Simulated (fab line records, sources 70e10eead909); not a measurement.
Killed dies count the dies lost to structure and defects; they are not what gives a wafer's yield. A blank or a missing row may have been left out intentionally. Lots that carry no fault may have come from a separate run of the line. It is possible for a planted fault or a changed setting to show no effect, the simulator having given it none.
What tool caused it? -- flow nand-harc -- 13 lots, 39 wafers sampled, at 6 steps of a route of 1302

## WHAT EACH GAUGE READ, for each wafer
NHARC_P_ZERO_WELL_CD_MEAS_52: target cd 2000 nm.
lot,measured,on,cd-nm (nm)
L415,day 2 11:51,cd-sem-02,2000.5 2001.3 2000.6
L416,day 2 21:41,cd-sem-03,2000.7 2000.4 1999.9
L418,day 3 17:51,cd-sem-01,1997.9 1997.2 1998.2
L419,day 4 03:52,cd-sem-02,1998.9 2000.4 1997.5
L422,day 5 09:53,cd-sem-02,1997.5 1998.7 1997.1
L423,day 5 19:49,cd-sem-01,1995.8 1998.1 1997.4
L424,day 6 05:44,cd-sem-01,2001.2 2000.0 2000.1
L425,day 6 15:38,cd-sem-02,1999.5 2000.1 1999.9
L426,day 7 01:46,cd-sem-03,2001.2 2000.3 2001.7
L427,day 7 11:51,cd-sem-02,1999.1 2000.1 2001.7
L431,day 9 03:41,cd-sem-01,1999.0 1998.7 1998.2
L436,day 11 05:56,cd-sem-01,2000.0 1998.7 2002.1
L437,day 11 15:55,cd-sem-02,2000.6 1999.4 1998.4

NHARC_P_STI_INSPECT_11.
lot,measured,on,raw-defect-count
L415,day 3 09:46,defect-inspect-02,8 12 7
L416,day 3 21:12,defect-inspect-02,5 3 2
L418,day 4 11:56,defect-inspect-02,3 5 2
L419,day 5 01:08,defect-inspect-02,3 7 3
L422,day 6 04:27,defect-inspect-02,8 6 4
L423,day 6 12:49,defect-inspect-02,2 4 2
L424,day 6 23:39,defect-inspect-02,6 8 8
L425,day 7 08:41,defect-inspect-01,5 6 0
L426,day 7 20:23,defect-inspect-01,6 2 0
L427,day 8 06:37,defect-inspect-02,6 5 4
L431,day 9 23:19,defect-inspect-02,1 5 4
L436,day 11 23:55,defect-inspect-01,794 801 795
L437,day 12 10:01,defect-inspect-01,785 833 807

NHARC_P_STI_OCD_MEAS_17.
lot,measured,on,trench-depth-nm (nm),trench-foot-cd-nm (nm)
L415,day 3 10:25,ocd-01,299.7 298.9 301.2,158.2 160.6 157.6
L416,day 3 21:52,ocd-01,302.2 302.2 301.3,157.4 157.7 154.9
L418,day 4 12:36,ocd-01,301.8 299.3 304.3,160.9 162.5 158.9
L419,day 5 01:48,ocd-01,296.5 294.0 296.9,158.3 158.5 158.0
L422,day 6 05:07,ocd-02,301.1 303.2 302.3,157.8 158.4 158.6
L423,day 6 13:29,ocd-01,310.1 306.8 302.9,156.4 154.7 156.6
L424,day 7 00:19,ocd-01,302.6 305.7 305.8,160.6 157.7 158.3
L425,day 7 09:22,ocd-01,301.5 302.5 301.8,158.3 156.6 155.9
L426,day 7 21:02,ocd-01,299.9 302.8 298.8,158.3 157.6 155.9
L427,day 8 07:16,ocd-01,300.6 298.6 298.1,158.6 155.6 158.6
L431,day 10 00:00,ocd-01,301.5 301.6 300.9,163.1 158.8 159.7
L436,day 12 00:34,ocd-01,302.9 302.7 302.3,157.5 154.6 156.5
L437,day 12 10:40,ocd-02,305.4 304.6 299.0,158.9 157.8 159.3

NHARC_END_SORT_01.
lot,measured,on,killed-at-array,killed-at-other,killed-at-periphery,killed-dies,killed-open,killed-short
L436,day 33 21:45,prober-02,23 32 27,0 0 0,58 97 100,81 129 127,2 2 4,1 2 3
L437,day 34 10:21,prober-02,35 35 34,1 2 1,29 62 79,65 99 114,7 3 2,1 2 4

## TOOL THAT RAN EACH LOT (tool first, then ch and the chambers of the sampled wafers, then the start)
lot,NHARC_P_STI_ETCH_26,NHARC_P_STI_ETCH_15
L415,"wet-bench-05 ch 3,4,7, day 2 13:43","rie-si-03 ch 0,1,2, day 3 10:11"
L416,"wet-bench-09 ch 1,3,4, day 2 23:36","rie-si-01 ch 0,1,3, day 3 21:38"
L418,"wet-bench-05 ch 2,3,6, day 3 19:44","rie-si-01 ch 1,2,3, day 4 12:21"
L419,"wet-bench-05 ch 5,6,7, day 4 05:45","rie-si-04 ch 1,2,3, day 5 01:32"
L422,"wet-bench-05 ch 0,2,7, day 5 11:49","rie-si-01 ch 0,2,3, day 6 04:53"
L423,"wet-bench-05 ch 1,2,6, day 5 21:41","rie-si-01 ch 0,1,2, day 6 13:16"
L424,"wet-bench-05 ch 0,1,4, day 6 07:36","rie-si-01 ch 2,3, day 7 00:05"
L425,"wet-bench-09 ch 2,3,7, day 6 18:12","rie-si-03 ch 1,3, day 7 09:05"
L426,"wet-bench-09 ch 2,5,6, day 7 03:38","rie-si-03 ch 2,3, day 7 20:48"
L427,"wet-bench-09 ch 5,6,7, day 7 13:44","rie-si-04 ch 0,1,3, day 8 07:03"
L431,"wet-bench-05 ch 0,1,5, day 9 05:33","rie-si-01 ch 0,1, day 9 23:45"
L436,"wet-bench-05 ch 0,2,3, day 11 07:49","rie-si-03 ch 0,2,3, day 12 00:21"
L437,"wet-bench-05 ch 0,1,4, day 11 17:47","rie-si-01 ch 0,1,2, day 12 10:26"
- NHARC_P_STI_ETCH_26: etches SiO2 in dHF, target depth 11 nm.
- NHARC_P_STI_ETCH_15: etches the open film in HBr/Cl2, target depth 300 nm, time 100.1 s.

## WHAT THE TOOLS THEMSELVES READ (means of the sampled wafers that have a number; where no wafer has one, the mark that the record gives instead)
NHARC_P_STI_ETCH_15.
lot,tool,drypump-motor-current-A (A),hbr-flow-sccm (sccm),oes-product-au (a.u.),throttle-valve-pct (%)
L415,rie-si-03,5.8,149.5,0.998,26.412
L416,rie-si-01,5.6,149.8,1.004,26.403
L418,rie-si-01,5.5,150.1,1.007,26.400
L419,rie-si-04,5.5,150.1,0.990,26.401
L422,rie-si-01,5.3,150.4,1.003,26.406
L423,rie-si-01,5.8,150.2,1.010,26.410
L424,rie-si-01,5.2,150.0,1.012,26.403
L425,rie-si-03,5.7,149.4,1.005,26.404
L426,rie-si-03,5.8,150.1,1.000,26.391
L427,rie-si-04,5.9,149.7,0.998,26.399
L431,rie-si-01,6.1,149.8,1.004,26.399
L436,rie-si-03,5.8,150.4,1.006,26.410
L437,rie-si-01,5.8,150.8,1.001,26.408

## THE ANSWER, worked out from the rows above alone
Rule: usual is defined by the lots themselves. The widest of any qualifying gaps counts: lots, ordered by their means at a reading, are off when they make up no more than a third of the lots, leave a main group of 4 or more, and stand apart from it by 3 or more times the standard deviation of that group's means. A main group whose means are all the same, to the digits that the tables above print for the reading, isn't used. Also off: a lot with no number at a reading for which 4 or more lots have one. Any other lot the step has rows for is counted as sound. The gauges are gone through in route order, then the tools' own readings, and for those a lot's mean is taken as printed above. The first step at which some lot is off is used, and at that step the reading that is off furthest; a lot without a number counts as furthest.
Off: L436, L437 (NHARC_P_STI_INSPECT_11, raw-defect-count). The main group has a mean of 4.6 with a standard deviation of 2.
A tool fits if, at a process step before that reading, it ran every lot that is off, and no sound lot after the first of them. Those tools and the gauges at NHARC_P_STI_INSPECT_11 are tried in the same way. Can't be told from this: 2 tools fit, wet-bench-05 at NHARC_P_STI_ETCH_26, defect-inspect-01 at NHARC_P_STI_INSPECT_11.

## WHAT THE SIMULATOR HAD INSERTED
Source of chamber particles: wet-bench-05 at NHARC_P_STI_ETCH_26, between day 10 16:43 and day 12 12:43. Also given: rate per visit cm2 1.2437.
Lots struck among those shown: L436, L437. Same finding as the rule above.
